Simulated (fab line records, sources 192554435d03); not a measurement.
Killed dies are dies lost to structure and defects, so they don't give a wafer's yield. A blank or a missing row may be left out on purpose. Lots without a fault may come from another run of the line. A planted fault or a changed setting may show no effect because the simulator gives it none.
Which tool did it? | flow n5_finfet | 10 lots, 30 wafers sampled, at 3 steps of a route of 1938

WHAT THE GAUGES READ, wafer by wafer
N5_BEOL_M9_THK_MEAS_01.
lot  | measured     | on            | M9_ILD_THK (nm)
L808 | day 9 17:57  | film_metro-01 | 262 263 264
L811 | day 10 14:43 | film_metro-01 | 270 268 271
L815 | day 11 16:22 | film_metro-02 | 263 303 304
L814 | day 11 17:55 | film_metro-01 | 303 268 263
L822 | day 14 03:25 | film_metro-01 | 268 269 273
L830 | day 15 23:58 | film_metro-02 | 266 267 269
L826 | day 16 02:56 | film_metro-02 | 267 271 269
L828 | day 16 10:18 | film_metro-01 | 268 270 271
L831 | day 16 08:12 | film_metro-02 | 263 262 267
L829 | day 16 10:46 | film_metro-02 | 263 267 266

WHICH TOOL RAN EACH LOT (tool, then ch and the chambers of the sampled wafers, then the start)
lot  | N5_BEOL_M8_STRIP_36                | N5_BEOL_M9_ILD_DEP_00
L808 | rie_diel-02 ch 0,1,2, day 9 13:59  | pecvd-03 ch 0,1, day 9 16:53
L811 | rie_diel-04 ch 0,1, day 10 10:54   | pecvd-04 ch 0,1,2, day 10 14:07
L815 | rie_diel-04 ch 1,2,3, day 11 11:05 | pecvd-02 ch 0,1, day 11 15:17
L814 | rie_diel-04 ch 1,2,3, day 11 13:50 | pecvd-02 ch 0,1,2, day 11 17:19
L822 | rie_diel-02 ch 1,3, day 13 22:58   | pecvd-04 ch 0,1,2, day 14 02:49
L830 | rie_diel-02 ch 1,2,3, day 15 18:55 | pecvd-03 ch 0,1,2, day 15 23:23
L826 | rie_diel-02 ch 1,2, day 15 22:40   | pecvd-04 ch 1,2, day 16 02:20
L828 | rie_diel-01 ch 0,1, day 16 05:04   | pecvd-02 ch 0,1,2, day 16 09:43
L831 | rie_diel-02 ch 2,3, day 16 05:06   | pecvd-02 ch 0,1,2, day 16 07:37
L829 | rie_diel-04 ch 0,1,2, day 16 05:14 | pecvd-02 ch 0,2, day 16 10:10
- N5_BEOL_M8_STRIP_36: strips in N2/H2.
- N5_BEOL_M9_ILD_DEP_00: deposits SiCOH lowk from DEMS/porogen, target thk 308.51 nm, time 58 s.

THE ANSWER, worked out from the rows above alone
Rule: what is usual is taken from the lots themselves. Put in order of their means at a reading, lots are off if they are a third of the lots or fewer, leave a main group of 4 or more, and stand apart from it by a gap of 3 or more times the standard deviation of the main group's means; of several such gaps the widest counts. A main group whose means are all the same, to the digits that the tables above print for the reading, isn't used. A lot without any number at a reading at which 4 lots or more have one is off too. The other lots that the step has rows for count as sound.
Off: L815, L814, at N5_BEOL_M9_THK_MEAS_01 (M9_ILD_THK). The main group: mean 267 nm, standard deviation 2.6.
A tool fits if, at a process step before that reading, it ran every lot that is off, and no sound lot after the first of them. The gauges at N5_BEOL_M9_THK_MEAS_01 are tried like those tools. None of those tried fits.

WHAT THE SIMULATOR HAD PUT IN
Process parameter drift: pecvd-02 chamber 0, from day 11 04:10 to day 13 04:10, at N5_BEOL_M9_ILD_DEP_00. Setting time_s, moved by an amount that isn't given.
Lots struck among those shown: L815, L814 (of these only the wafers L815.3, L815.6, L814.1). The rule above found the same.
